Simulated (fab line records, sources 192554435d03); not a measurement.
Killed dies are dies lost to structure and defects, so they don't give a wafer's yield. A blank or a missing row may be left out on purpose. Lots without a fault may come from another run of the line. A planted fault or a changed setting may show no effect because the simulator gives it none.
fab line records | flow n5_finfet
record lots=6 wafers=18 last_day=18
route steps=1938 shown HKMG_FIN@404 BEOL_M4@1111
lots that met no fault: from a run of the same line without faults
start_h: hours from the record's first day to the start of the lot's first wafer shown | wait_h: hours since the lot's step before | " the same as in the row above | L1.1+2: a row that stands for several wafers | - no value, or no start given | * or withheld: withheld | < > ~ a bound
route shown NAME@n: a module of which the file shows steps, and the number in the route of the first | usual: mean/standard deviation of fault-free wafers | same: alike in all rows | chamber/n: place in a boat | sites: the reading at each site | _std_site: their standard deviation | _edge_site: outer sites' mean less inner sites' | radius_mm: how far each site lies from the wafer's centre | mask NAME#n: copy n | behind: the tool/chamber that last shaped the wafer | hold: why the lot was held/for how many hours/how that ended | device: the transistor (n, p or np) that didn't switch | end of line: the same wafers' tests at the end of the route | a step without rows: its recipe alone | killed: dies lost to structure and defects at the first sort, not the wafer's yield | map: a wafer's dies, x killed, . not, _ none there
set.NAME: the setting as run; set.NAME@STEP: as run at that earlier step | model.NAME: the simulator's own value behind a step, which no gauge read
lots at some steps of the route; a table a step, a row a wafer
services: from which hour (start_h, from the record's first day; less than 0 if before it) a tool's chamber was out of use, for how many hours, and why
## steps
# step N5_HKMG_FIN_STRIP_56
# recipe chemistry=N2/H2 temp_c=40 n2_flow_sccm=200 h2_flow_sccm=200 rf_frequency_hz=6e+07
# step N5_HKMG_FIN_STRIP_57
# recipe chemistry=CF4 resist=SiARC power_w=300 bias_power_w=75 pressure_mtorr=50 cf4_flow_sccm=150 rf_frequency_hz=6e+07
# usual cf4_flow_sccm=150.0/0.49 drypump_motor_current_A=5.5/0.38 oes_product_au=0.80/0.087 rf_vpp_V=271.4/1.3 showerhead_plenum_p_Torr=1.81/0.052 throttle_valve_pct=13.6/0.31
# columns lot.wafer tool chamber start_h wait_h cf4_flow_sccm drypump_motor_current_A oes_product_au rf_hours_counter_h rf_vpp_V showerhead_plenum_p_Torr throttle_valve_pct
L976.1 rie_diel-04 3 95.50 0.0 150.3 5.5 0.95 5 271.0 1.84 13.0
L976.2 " 1 " " 149.2 5.7 0.69 231 271.7 1.84 13.8
L976.3 " 2 " " 149.6 5.7 0.90 17 271.8 1.83 13.0
L977.1 rie_diel-03 1 101.84 0.0 150.2 5.6 0.71 206 270.7 1.78 13.6
L977.4 " 0 " " 150.5 5.1 0.92 - 270.2 1.77 13.5
L977.5 " 3 " " 150.5 5.7 0.69 - 271.0 1.85 14.2
L986.2 rie_diel-06 0 155.00 0.0 149.6 5.5 0.73 185 270.6 1.79 13.6
L986.3 " 3 " " 149.9 6.5 0.72 199 271.7 1.85 13.8
L986.6 " 2 " " 149.9 5.0 0.81 - 270.6 1.75 13.7
L991.1 rie_diel-06 2 186.71 0.0 149.8 5.0 0.80 93 271.7 1.75 13.7
L991.2 " 3 " " 150.1 6.5 0.70 210 270.8 1.85 13.8
L991.4 " 1 " " 149.9 5.3 0.74 136 269.6 1.73 13.9
L993.1 rie_diel-06 2 202.29 0.0 149.4 5.0 0.80 98 268.2 1.75 13.7
L993.3 " 3 " " 149.7 6.5 0.70 215 273.0 1.85 13.8
L993.5 " 2 " " 150.5 5.0 0.80 - 271.5 1.75 13.7
L995.1 rie_diel-03 2 215.51 0.0 150.9 5.7 0.86 41 272.9 1.91 13.2
L995.3 " 3 " " 149.2 5.7 0.94 13 271.5 1.84 13.6
L995.6 " 3 " " 149.1 5.6 0.93 - 271.8 1.84 13.7
# step N5_HKMG_FIN_ETCH_58
# recipe chemistry=N2/H2 target=SOC target_depth_a=2158 ion_energy_ev=50 bias_w=13 time_s=741 pressure_mtorr=30 source_w=875 n2_flow_sccm=200 h2_flow_sccm=200
# step N5_HKMG_FIN_STRIP_93
# recipe chemistry=N2/H2 material=SOC time_s=20 power_w=500 temp_c=40 pressure_mtorr=50 rf_frequency_hz=6e+07 bias_power_w=8 h2_frac=0.5 n2_flow_sccm=300 h2_flow_sccm=300
# step N5_HKMG_FIN_WET_ETCH_76
# recipe chemistry=dNH4OH mix=1:50 temp_c=25 target=Al2O3 stop_on=La2O3 target_depth_nm=2.25 dry=ipa_marangoni rinse_time_s=30 rinse_temp_c=23
# step N5_HKMG_FIN_STRIP_60
# recipe chemistry=N2/H2 power_w=2500 temp_c=300 h2_frac=0.65 time_s=360 pressure_mtorr=withheld n2_flow_sccm=1750 h2_flow_sccm=3250
# step N5_HKMG_FIN_WET_ETCH_77
# recipe chemistry=dHCl mix=1:10000 temp_c=25 target=La2O3 stop_on=HfO2 target_depth_nm=2
# step N5_HKMG_FIN_WET_ETCH_78
# recipe chemistry=dNH4OH mix=1:50 temp_c=25 target=Al2O3 stop_on=La2O3 target_depth_nm=4.5 dry=ipa_marangoni rinse_time_s=30 rinse_temp_c=23
# step N5_HKMG_FIN_ALD_79
# recipe material=TiN target_thk_a=15 temp_c=400 ald_precursor_family=TiCl4 ald_co_reactant=NH3 pulse_time_s=1 purge_time_s=3 co_reactant_purge_time_s=2 co_reactant_pulse_time_s=2 ald_cycles=68 pressure_torr=3
# step N5_HKMG_FIN_CVD_62
# recipe material=a-Si target_thk_a=30 temp_c=500 precursor=Si2H6 pressure_torr=1 time_s=20.8
# step N5_HKMG_FIN_RTA_80
# recipe temp_c=withheld time_s=2 ambient=N2 idle_temp_c=600 ramp_up_c_per_s=150 ramp_down_c_per_s=60 cool_to_c=600
# step N5_HKMG_FIN_PRECLEAN_64
# recipe chemistry=dHF time_s=30 temp_c=25 dilution=withheld
# step N5_HKMG_FIN_WET_ETCH_65
# recipe chemistry=TMAH temp_c=70 conc_wt_pct=5 target=a-Si stop_on=TiN time_s=49 target_depth_nm=3
# usual bath_guard_temp_C=70.1/0.57 bath_heat_duty_pct=13.4/1.5
# columns lot.wafer tool chamber start_h wait_h bath_guard_temp_C bath_heat_duty_pct model.a-Si_of_HKMG_FIN_CVD_62.thk_nm model.TiN_of_HKMG_FIN_ALD_79.thk_nm
L976.1 wet_bench-04 3 97.41 0.0 - - 3 1.6
L976.2 " 2 " " - - 3.2 1.6
L976.3 " 1 " " - - 3 1.4
L977.1 wet_bench-05 5 103.63 0.0 - - 3 1.6
L977.4 " 1 " " - - 3 1.4
L977.5 " 4 " " - - 3.2 1.4
L986.2 wet_bench-04 6 156.77 0.0 68.8 14.0 0 1.4
L986.3 " 7 " " 70.5 11.7 0 1.4
L986.6 " 0 " " 70.1 14.3 0 1.4
L991.1 wet_bench-03 0 188.68 0.0 70.3 15.1 0 1.2
L991.2 " 3 " " 69.6 13.2 0 1.2
L991.4 " 1 " " 70.6 12.1 0 1.2
L993.1 wet_bench-03 0 204.06 0.0 70.3 14.0 0 1.2
L993.3 " 3 " " 69.4 13.4 0 1.2
L993.5 " 6 " " 69.8 13.6 0 1.2
L995.1 wet_bench-05 5 217.24 0.0 70.3 12.6 0 1.2
L995.3 " 4 " " 70.0 15.2 0 1.4
L995.6 " 6 " " 70.7 13.9 0 1.2
# step N5_HKMG_FIN_WET_ETCH_81
# recipe chemistry=SC1 target=TiN stop_on=HfO2 mix=1:1:5 temp_c=60 time_s=57 target_depth_nm=6
# step N5_HKMG_FIN_WET_ETCH_82
# recipe chemistry=dHCl mix=1:10000 temp_c=25 target=La2O3 stop_on=HfO2 target_depth_nm=2 dry=ipa_marangoni rinse_time_s=30 rinse_temp_c=23
# step N5_HKMG_FIN_ALD_36
# recipe material=TiN target_thk_a=10 temp_c=400 ald_precursor_family=TiCl4 ald_co_reactant=NH3 pulse_time_s=1 purge_time_s=3 co_reactant_purge_time_s=2 co_reactant_pulse_time_s=2 ald_cycles=47 pressure_torr=3
# usual heater_power_w=849/130 precursor_pulse_height_rel=1.002/0.022
# same co_reactant_purge_time_s=2
# columns lot.wafer tool chamber start_h wait_h heater_power_w precursor_pulse_height_rel
L976.1 ald_metal-01 2 97.52 0.0 832 1.017
L976.2 " 3 " " 999 0.975
L976.3 " 1 " " 658 0.992
L977.1 ald_metal-04 2 103.73 0.0 921 1.003
L977.4 " 0 " " 989 0.965
L977.5 " 0 " " 1007 0.998
L986.2 ald_metal-03 2 156.88 0.0 1096 1.005
L986.3 " 3 " " 776 0.968
L986.6 " 2 " " 1095 0.994
L991.1 ald_metal-01 0 188.92 0.2 670 1.043
L991.2 " 2 " " 822 1.006
L991.4 " 3 " " 955 1.001
L993.1 ald_metal-03 3 204.17 0.0 755 0.989
L993.3 " 0 " " 811 0.990
L993.5 " 0 " " 823 0.969
L995.1 ald_metal-04 0 217.35 0.0 967 1.032
L995.3 " 3 " " 850 1.001
L995.6 " 1 " " 870 0.972
# step N5_HKMG_FIN_THK_MEAS_70
# recipe thk_meas_gauge=xrf reads=HfO2_of_HKMG_FIN_HK_ALD_01
# usual HK_THK=1.603/0.022
# columns lot.wafer tool chamber start_h wait_h HK_THK[nm]
L976.1 film_metro-02 - 97.80 0.2 1.599
L976.2 " - " " 1.627
L976.3 " - " " 1.627
L977.1 film_metro-02 - 104.02 0.2 1.613
L977.4 " - " " 1.602
L977.5 " - " " 1.584
L986.2 film_metro-02 - 157.16 0.2 1.637
L986.3 " - " " 1.660
L986.6 " - " " 1.658
L991.1 film_metro-01 - 189.20 0.2 1.586
L991.2 " - " " 1.583
L991.4 " - " " 1.592
L993.1 film_metro-01 - 204.45 0.2 1.590
L993.3 " - " " 1.589
L993.5 " - " " 1.596
L995.1 film_metro-01 - 217.63 0.2 1.573
L995.3 " - " " 1.584
L995.6 " - " " 1.589
# step N5_HKMG_FIN_PWFM_ALD_03
# recipe material=TiN target_thk_a=20 temp_c=400 ald_precursor_family=TiCl4 ald_co_reactant=NH3 pulse_time_s=1 purge_time_s=3 co_reactant_purge_time_s=2 co_reactant_pulse_time_s=2 ald_cycles=91 pressure_torr=3
# step N5_HKMG_FIN_COAT_29
# recipe resist=SOC temp_c=250 time_s=60 spin_rpm=1500 resist_thk_nm=300
# step N5_HKMG_FIN_COAT_30
# recipe resist=SiARC temp_c=220 time_s=60 spin_rpm=1500 resist_thk_nm=35
# step N5_HKMG_FIN_COAT_06
# recipe resist=CAR-ArF spin_rpm=1500 resist_thk_nm=90
# step N5_HKMG_FIN_EBR_08
# recipe solvent=PGMEA ebr_width_mm=1.5
# step N5_HKMG_FIN_SOFTBAKE_07
# recipe temp_c=110 time_s=60 resist=CAR-ArF
# step N5_HKMG_FIN_EXPOSE_09
# recipe mask_id=NWFM na=1.35 source_shape=conventional sigma_outer=0.8 polarization=unpolarized dose_mj=39.25
# step N5_HKMG_FIN_PEB_10
# recipe peb_temp_c=withheld peb_time_s=60 resist=CAR-ArF
# step N5_HKMG_FIN_DEVELOP_11
# recipe develop_time_s=30 developer=TMAH resist=CAR-ArF dev_temp_c=23 rinse_liquid=diw dry=air_spin
# step N5_HKMG_FIN_CD_MEAS_12
# recipe target_cd_nm=92.8 landing_energy_ev=500 detector=se_inlens
# usual cd_nm=92.7/0.51
# columns lot.wafer tool chamber start_h wait_h cd_nm
L976.1 cd_sem-02 0 98.55 - 92.3
L976.2 " 0 " " 92.7
L976.3 " 0 " " 92.0
L977.1 cd_sem-01 0 104.89 - 92.7
L977.4 " 0 " " 92.7
L977.5 " 0 " " 92.1
L986.2 cd_sem-01 0 157.91 - 92.6
L986.3 " 0 " " 92.8
L986.6 " 0 " " 91.8
L991.1 cd_sem-03 0 190.07 - 92.4
L991.2 " 0 " " 92.8
L991.4 " 0 " " 92.4
L993.1 cd_sem-01 0 205.32 - 93.0
L993.3 " 0 " " 93.1
L993.5 " 0 " " 92.7
L995.1 cd_sem-03 0 218.51 - 92.6
L995.3 " 0 " " 93.9
L995.6 " 0 " " 93.0
# step N5_HKMG_FIN_OVL_MEAS_13
# recipe points_per_wafer=44
# usual NWFM_OVL=-0.1/0.65
# columns lot.wafer tool chamber start_h wait_h NWFM_OVL[nm]
L976.1 overlay-02 0 98.58 0.0 -0.1
L976.2 " 0 " " 0.1
L976.3 " 0 " " 0.7
L977.1 overlay-01 0 104.92 0.0 -0.2
L977.4 " 0 " " -1.7
L977.5 " 0 " " -0.7
L986.2 overlay-02 0 157.94 0.0 -0.3
L986.3 " 0 " " -0.2
L986.6 " 0 " " 0.1
L991.1 overlay-01 0 190.13 0.1 -0.2
L991.2 " 0 " " -0.7
L991.4 " 0 " " -0.4
L993.1 overlay-01 0 205.35 0.0 0.0
L993.3 " 0 " " 0.7
L993.5 " 0 " " -0.3
L995.1 overlay-02 0 218.54 0.0 0.0
L995.3 " 0 " " 0.3
L995.6 " 0 " " -0.3
# step N5_HKMG_FIN_INSPECT_14
# recipe mode=adi inspect_instrument=macro
# usual raw_defect_count=2.3/1.5
# columns lot.wafer tool chamber start_h wait_h raw_defect_count
L976.1 defect_inspect-02 - 98.60 0.0 2
L976.2 " - " " 2
L976.3 " - " " 3
L977.1 defect_inspect-02 - 104.94 0.0 2
L977.4 " - " " 2
L977.5 " - " " 3
L986.2 defect_inspect-02 - 157.96 0.0 2
L986.3 " - " " 1
L986.6 " - " " 3
L991.1 defect_inspect-02 - 190.16 0.0 1
L991.2 " - " " 4
L991.4 " - " " 1
L993.1 defect_inspect-01 - 205.37 0.0 4
L993.3 " - " " 3
L993.5 " - " " 1
L995.1 defect_inspect-01 - 218.56 0.0 3
L995.3 " - " " 1
L995.6 " - " " 1
# step N5_HKMG_FIN_DESCUM_17
# recipe chemistry=O2 time_s=7.9 source_power_w=50 bias_power_w=20 pressure_mtorr=20 rf_frequency_hz=2.712e+07 temp_c=40 resist=CAR-ArF o2_flow_sccm=225
# step N5_HKMG_FIN_ETCH_31
# recipe chemistry=CF4 target=SiARC target_depth_a=455 mask_material=CAR-ArF time_s=75.8 ion_energy_ev=80 pressure_mtorr=40 source_w=545 bias_w=36 Ar_flow_sccm=100 cf4_flow_sccm=100 ends=cleared
# usual bias_w=35.99/0.11 cf4_flow_sccm=99.99/0.3 drypump_motor_current_A=5.5/0.38 etch_rf_on_time_s=76.3/1.7 oes_product_au=0.69/0.084 rf_vpp_V=184.3/1.2 showerhead_plenum_p_Torr=2.16/0.068 throttle_valve_pct=15.62/0.28
# columns lot.wafer tool chamber start_h wait_h bias_w cf4_flow_sccm drypump_motor_current_A etch_rf_on_time_s oes_product_au rf_hours_counter_h rf_vpp_V showerhead_plenum_p_Torr throttle_valve_pct
L976.1 rie_diel-04 3 99.11 0.0 36.05 99.94 5.5 73.0 0.83 6 184.0 2.19 15.05
L976.2 " 1 " " 36.13 100.01 5.8 77.7 0.58 232 185.3 2.20 15.82
L976.3 " 2 " " 35.76 100.24 5.7 74.7 0.78 18 184.7 2.19 15.05
L977.1 rie_diel-03 3 105.24 0.0 36.22 100.17 5.7 76.7 0.59 233 183.8 2.20 16.16
L977.4 " 0 " " 36.18 100.18 5.1 75.9 0.78 - 184.6 2.11 15.53
L977.5 " 1 " " 36.03 99.66 5.6 79.0 0.60 - 182.1 2.12 15.65
L986.2 rie_diel-03 0 158.03 0.0 35.90 100.36 5.0 76.2 0.76 31 184.7 2.10 15.57
L986.3 " 2 " " 35.94 100.41 5.6 76.6 0.78 19 185.9 2.28 15.23
L986.6 " 0 " " 35.81 100.56 5.0 75.3 0.77 - 183.9 2.10 15.56
L991.1 rie_diel-03 1 190.23 0.0 35.95 99.95 5.5 79.8 0.57 243 183.0 2.11 15.71
L991.2 " 0 " " 35.97 99.92 5.0 76.7 0.74 45 184.1 2.10 15.60
L991.4 " 2 " " 36.00 99.94 5.6 78.6 0.74 32 184.9 2.28 15.24
L993.1 rie_diel-03 1 205.47 0.0 35.92 99.48 5.5 80.0 0.58 248 184.6 2.11 15.73
L993.3 " 0 " " 35.93 99.98 5.0 75.7 0.73 50 183.5 2.09 15.62
L993.5 " 2 " " 36.17 99.79 5.6 77.6 0.75 - 187.2 2.28 15.26
L995.1 rie_diel-06 3 218.63 0.0 36.11 100.52 6.5 76.1 0.60 221 185.7 2.20 15.83
L995.3 " 1 " " 36.07 99.69 5.3 74.5 0.65 148 183.0 2.06 15.92
L995.6 " 1 " " 35.93 100.03 5.3 74.3 0.64 - 182.0 2.06 15.90
# step N5_HKMG_FIN_ETCH_32
# recipe chemistry=N2/H2 target=SOC target_depth_a=2400 temp_c=40 time_s=300 ion_energy_ev=200 mask_material=SiARC pressure_mtorr=30 source_w=840 bias_w=150 n2_flow_sccm=200 h2_flow_sccm=200
# usual bias_w=150.0/0.44 chamber_pressure_mTorr=29.996/0.028 drypump_motor_current_A=5.5/0.38 oes_product_au=0.80/0.1 rf_vpp_V=524.3/2.4 showerhead_plenum_p_Torr=2.56/0.084 throttle_valve_pct=17.8/0.32
# columns lot.wafer tool chamber start_h wait_h bias_w chamber_pressure_mTorr drypump_motor_current_A oes_product_au rf_hours_counter_h rf_vpp_V showerhead_plenum_p_Torr throttle_valve_pct
L976.1 rie_diel-04 3 99.17 0.0 150.1 30.058 5.5 0.99 6 524.4 2.60 17.3
L976.2 " 1 " " 149.5 29.964 5.8 0.68 232 527.1 2.61 18.0
L976.3 " 2 " " 150.3 30.021 5.7 0.92 18 524.7 2.60 17.3
L977.1 rie_diel-03 3 105.29 0.0 149.9 30.023 5.7 0.69 233 525.4 2.62 18.5
L977.4 " 0 " " 150.4 30.019 5.1 0.93 - 524.2 2.49 17.7
L977.5 " 1 " " 149.5 30.043 5.5 0.69 - 523.4 2.52 17.8
L986.2 rie_diel-03 0 158.09 0.0 149.6 29.993 5.1 0.88 31 521.2 2.49 17.8
L986.3 " 2 " " 150.3 30.008 5.7 0.91 19 530.3 2.71 17.4
L986.6 " 0 " " 149.5 29.998 5.1 0.89 - 521.8 2.49 17.8
L991.1 rie_diel-03 1 190.28 0.0 149.2 30.000 5.6 0.68 243 523.1 2.50 17.9
L991.2 " 0 " " 149.7 29.977 5.1 0.87 45 522.6 2.48 17.8
L991.4 " 2 " " 149.4 29.971 5.7 0.88 32 528.4 2.70 17.4
L993.1 rie_diel-03 1 205.52 0.0 150.4 29.978 5.6 0.67 248 524.1 2.50 17.9
L993.3 " 0 " " 150.5 29.968 5.1 0.87 50 522.5 2.48 17.8
L993.5 " 2 " " 150.2 29.977 5.7 0.88 - 529.4 2.70 17.4
L995.1 rie_diel-06 3 218.69 0.0 148.9 29.975 6.5 0.71 221 525.1 2.62 18.2
L995.3 " 1 " " 150.0 30.007 5.3 0.76 148 519.6 2.45 18.2
L995.6 " 1 " " 149.9 30.019 5.3 0.75 - 521.6 2.45 18.2
# step N5_HKMG_FIN_STRIP_33
# recipe chemistry=N2/H2 temp_c=40 n2_flow_sccm=200 h2_flow_sccm=200 rf_frequency_hz=6e+07
# step N5_HKMG_FIN_STRIP_34
# recipe chemistry=CF4 resist=SiARC power_w=300 bias_power_w=75 pressure_mtorr=50 cf4_flow_sccm=150 rf_frequency_hz=6e+07
# step N5_HKMG_FIN_ETCH_35
# recipe chemistry=N2/H2 target=SOC target_depth_a=2158 ion_energy_ev=65 bias_w=5 source_w=3000 time_s=243.4 pressure_mtorr=30 n2_flow_sccm=200 h2_flow_sccm=200
# step N5_HKMG_FIN_STRIP_92
# recipe chemistry=N2/H2 material=SOC time_s=20 power_w=500 temp_c=40 pressure_mtorr=50 rf_frequency_hz=6e+07 bias_power_w=8 h2_frac=0.5 n2_flow_sccm=300 h2_flow_sccm=300
# step N5_HKMG_FIN_WET_ETCH_18
# recipe chemistry=SC1 target=TiN mix=1:1:5 temp_c=* time_s=55 target_depth_nm=5.2 dry=ipa_marangoni rinse_time_s=30 rinse_temp_c=23
# step N5_HKMG_FIN_STRIP_19
# recipe chemistry=N2/H2 power_w=2500 temp_c=300 h2_frac=0.65 time_s=360 pressure_mtorr=withheld n2_flow_sccm=1750 h2_flow_sccm=3250
# step N5_HKMG_FIN_ALD_91
# recipe material=TiN target_thk_a=10 temp_c=400 ald_precursor_family=TiCl4 ald_co_reactant=NH3 pulse_time_s=1 purge_time_s=3 co_reactant_purge_time_s=2 co_reactant_pulse_time_s=2 ald_cycles=47 pressure_torr=3
# usual heater_power_w=850/130 precursor_pulse_height_rel=1.001/0.02
# same co_reactant_purge_time_s=2
# columns lot.wafer tool chamber start_h wait_h heater_power_w precursor_pulse_height_rel
L976.1 ald_metal-01 3 100.06 0.3 964 0.950
L976.2 " 2 " " 830 0.979
L976.3 " 1 " " 667 1.021
L977.1 ald_metal-01 3 106.18 0.3 1009 0.990
L977.4 " 0 " " 657 0.979
L977.5 " 2 " " 804 1.020
L986.2 ald_metal-03 2 158.98 0.3 1077 1.008
L986.3 " 0 " " 806 0.998
L986.6 " 3 " " 783 0.987
L991.1 ald_metal-01 0 191.26 0.3 644 0.993
L991.2 " 1 " " 685 1.008
L991.4 " 3 " " 980 0.956
L993.1 ald_metal-03 3 206.45 0.3 784 1.010
L993.3 " 0 " " 809 0.999
L993.5 " 1 " " 891 1.021
L995.1 ald_metal-01 1 219.58 0.3 663 1.003
L995.3 " 2 " " 812 1.025
L995.6 " 2 " " 823 0.992
# step N5_HKMG_FIN_COAT_85
# recipe resist=SOC temp_c=250 time_s=60 spin_rpm=1500 resist_thk_nm=300
# step N5_HKMG_FIN_ETCH_86
# recipe chemistry=N2/H2 target=SOC target_depth_a=3932 stop_on=TiN ion_energy_ev=100 bias_w=61 pressure_mtorr=30 source_w=850 n2_flow_sccm=200 h2_flow_sccm=200
# step N5_HKMG_FIN_STRIP_89
# recipe chemistry=N2/H2 material=SOC time_s=20 power_w=500 temp_c=40 pressure_mtorr=50 rf_frequency_hz=6e+07 bias_power_w=8 h2_frac=0.5 n2_flow_sccm=300 h2_flow_sccm=300
# step N5_BEOL_M4_RC_MEAS_101
# usual DIBL_N=36.4/1.4 DIBL_P=36.3/1.8 EOT_P=10.50/0.09 IGATE_P=0.0036/0.00047 IOFF_N=0.163/0.024 IOFF_N_85C=3.2/0.4 IOFF_N_LIN=0.075/0.0093 IOFF_N_LONG=5.66e-05/2.1e-06 IOFF_P=0.21/0.034 IOFF_P_85C=3.7/0.49 IOFF_P_LIN=0.102/0.013 IOFF_P_LONG=0.000109/8.8e-06 ION_N=673/11 ION_P=461/7.4 SS_N=71.6/0.52 SS_P=73.3/0.58 VT_N=249.4/2.5 VT_N_LONG=274.6/2.1 VT_N_LVT=98.3/2.7 VT_P=-250/3.5 VT_P_LONG=-274.6/2.7 VT_P_LVT=-98.3/2.7
# columns lot.wafer tool chamber start_h wait_h DIBL_N[mV/V] DIBL_P[mV/V] EOT_P IGATE_P[nA/um] IOFF_N[nA/um] IOFF_N_85C[nA/um] IOFF_N_LIN[nA/um] IOFF_N_LONG[nA/um] IOFF_P[nA/um] IOFF_P_85C[nA/um] IOFF_P_LIN[nA/um] IOFF_P_LONG[nA/um] ION_N[uA/um] ION_P[uA/um] SS_N[mV/dec] SS_P[mV/dec] VT_N[mV] VT_N_LONG[mV] VT_N_LVT[mV] VT_P[mV] VT_P_LONG[mV] VT_P_LVT[mV]
L976.1 prober-02 0 191.89 0.0 38.0 38.4 10.92 0.0007 0.000 0.0 0.000 4.23e-05 5.98 60.3 2.634 0.001361 154 580 72.0 73.9 500.7 520.0 353.0 -157 -198.3 -8.3
L976.2 " 0 " " 37.2 38.0 10.96 0.0006 0.000 0.0 0.000 4.18e-05 5.52 57.0 2.550 0.001381 156 586 71.9 73.6 503.8 513.3 351.8 -160 -197.2 -9.2
L976.3 " 0 " " 37.8 38.5 10.94 0.0006 0.000 0.0 0.000 4.3e-05 5.95 60.0 2.685 0.001387 157 594 72.3 73.9 499.9 517.7 350.9 -158 -195.7 -7.9
L977.1 prober-01 0 201.62 0.0 35.6 37.3 10.93 0.0006 0.000 0.0 0.000 4.07e-05 4.70 48.5 2.181 0.00116 147 573 71.3 74.0 510.7 524.2 358.8 -164 -200.9 -14.2
L977.4 " 0 " " 35.8 37.3 11.09 0.0005 0.000 0.0 0.000 3.94e-05 4.68 48.0 2.154 0.001139 144 573 71.4 73.9 509.0 526.6 358.6 -165 -202.4 -14.1
L977.5 " 0 " " 36.3 38.0 10.94 0.0006 0.000 0.0 0.000 3.9e-05 5.09 51.8 2.295 0.001129 144 570 72.2 73.8 510.2 520.4 356.8 -164 -202.0 -13.2
L986.2 prober-01 0 258.07 0.2 37.5 37.5 10.43 0.0040 0.201 3.8 0.088 5.88e-05 0.25 4.2 0.110 0.000111 678 462 72.1 73.9 247.8 274.1 94.4 -248 -273.4 -97.2
L986.3 " 0 " " 37.8 38.8 10.46 0.0035 0.212 4.0 0.091 5.74e-05 0.27 4.5 0.118 0.00011 681 466 72.2 73.9 247.0 274.5 95.1 -246 -272.8 -96.0
L986.6 " 0 " " 34.7 35.5 10.38 0.0044 0.158 3.1 0.074 5.8e-05 0.21 3.6 0.100 0.000113 678 466 71.9 73.9 249.5 274.9 98.2 -249 -272.4 -97.9
L991.1 prober-02 0 283.19 0.0 37.8 37.7 10.38 0.0035 0.169 3.2 0.075 5.23e-05 0.22 3.8 0.101 0.000102 681 460 71.9 73.9 251.2 282.6 100.1 -252 -279.6 -99.5
L991.2 " 0 " " 37.1 37.0 10.49 0.0038 0.157 3.0 0.072 5.29e-05 0.20 3.5 0.095 0.000102 681 460 71.5 73.7 251.3 277.6 100.0 -251 -275.3 -101.2
L991.4 " 0 " " 35.8 35.7 10.46 0.0035 0.136 2.7 0.065 5.24e-05 0.18 3.3 0.089 0.000103 669 460 70.8 73.6 252.2 273.9 101.9 -252 -272.6 -102.8
L993.1 prober-02 0 303.08 0.0 36.6 37.1 10.37 0.0037 0.174 3.4 0.080 6.1e-05 0.23 3.9 0.104 0.00011 684 471 71.2 73.2 246.6 272.8 96.0 -247 -270.9 -97.6
L993.3 " 0 " " 34.5 33.6 10.42 0.0042 0.128 2.6 0.061 6.03e-05 0.18 3.2 0.090 0.000115 667 461 70.7 71.8 250.9 271.8 100.5 -250 -275.8 -99.4
L993.5 " 0 " " 37.4 37.7 10.48 0.0041 0.185 3.5 0.084 6.05e-05 0.24 4.0 0.109 0.000115 687 471 71.4 72.7 246.8 271.4 95.9 -248 -273.4 -97.3
L995.1 prober-01 0 305.94 0.0 40.2 38.5 10.47 0.0040 0.211 3.9 0.094 6.02e-05 0.29 5.0 0.134 0.000115 689 475 72.2 73.4 247.9 273.1 96.4 -243 -270.7 -92.9
L995.3 " 0 " " 39.1 37.0 10.47 0.0030 0.180 3.4 0.078 5.79e-05 0.26 4.5 0.122 0.000117 666 461 72.6 73.1 249.2 274.5 98.8 -245 -272.8 -93.5
L995.6 " 0 " " 40.0 37.8 10.64 0.0032 0.204 3.8 0.090 5.91e-05 0.29 4.8 0.130 0.000117 683 471 72.2 74.0 246.8 273.1 96.6 -245 -271.5 -93.1
## services
# columns tool chamber start_h hours kind
ald_metal-04 - 95.82 0.9 repair
rie_diel-03 0 111.09 14.0 repair
ald_metal-04 - 125.40 1.4 repair
wet_bench-05 - 126.76 1.9 pm
rie_diel-03 3 148.21 - clean
rie_diel-03 3 148.21 - consumable_replace:focus_ring
rie_diel-03 3 148.21 29.4 scheduled_down
rie_diel-03 3 148.21 29.4 vent_cycle
rie_diel-04 1 149.34 - clean
rie_diel-04 1 149.34 - consumable_replace:focus_ring
rie_diel-04 1 149.34 18.4 scheduled_down
rie_diel-04 1 149.34 18.4 vent_cycle
ald_metal-04 - 164.62 28.1 pm
ald_metal-01 - 181.28 2.8 pm
rie_diel-03 1 211.40 - clean
rie_diel-03 1 211.40 - consumable_replace:focus_ring
rie_diel-03 1 211.40 17.4 scheduled_down
rie_diel-03 1 211.40 17.4 vent_cycle
ald_metal-03 - 216.93 8.7 pm
## key
first_sign step=N5_HKMG_FIN_WET_ETCH_65 reading=tool_record direction=missing
effect step=N5_BEOL_M4_RC_MEAS_101 reading=IOFF_P_LIN direction=up sigmas=99+ usual=0.102 struck=2.416
effect step=N5_BEOL_M4_RC_MEAS_101 reading=IOFF_P direction=up sigmas=99+ usual=0.21 struck=5.32
effect step=N5_BEOL_M4_RC_MEAS_101 reading=IOFF_P_LONG direction=up sigmas=99+ usual=0.000109 struck=0.001259
effect step=N5_BEOL_M4_RC_MEAS_101 reading=VT_N_LONG direction=up sigmas=99+ usual=274.6 struck=520.4
effect step=N5_BEOL_M4_RC_MEAS_101 reading=IOFF_P_85C direction=up sigmas=99+ usual=3.7 struck=54.3
effect step=N5_BEOL_M4_RC_MEAS_101 reading=VT_N direction=up sigmas=99+ usual=249.4 struck=505.7
effect step=N5_BEOL_M4_RC_MEAS_101 reading=VT_N_LVT direction=up sigmas=95 usual=98.3 struck=355.0
effect step=N5_BEOL_M4_RC_MEAS_101 reading=ION_N direction=down sigmas=46 usual=673 struck=150
effect step=N5_BEOL_M4_RC_MEAS_101 reading=VT_P_LVT direction=up sigmas=32 usual=-98.3 struck=-11.1
effect step=N5_BEOL_M4_RC_MEAS_101 reading=VT_P_LONG direction=up sigmas=28 usual=-274.6 struck=-199.4
effect step=N5_BEOL_M4_RC_MEAS_101 reading=VT_P direction=up sigmas=26 usual=-250 struck=-161
effect step=N5_BEOL_M4_RC_MEAS_101 reading=ION_P direction=up sigmas=16 usual=461 struck=579
model_effect step=N5_HKMG_FIN_WET_ETCH_65 value=a-Si_of_HKMG_FIN_CVD_62.thk_nm without=0 struck=3.067
met_at N5_HKMG_FIN_WET_ETCH_65
struck_wafers L976.1,L976.2,L976.3,L977.1,L977.4,L977.5
sort_left_out L976.1,L976.2,L976.3,L977.1,L977.4,L977.5
fault kind=skipped_step_whole tool=wet_bench-04,wet_bench-05 chamber=- onset_h=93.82 steps=N5_HKMG_FIN_WET_ETCH_65 scope=struck_lots_only
# sort_left_out: the simulated sort isn't trusted on such a fault, so these wafers' sort isn't shown, and their yield isn't known
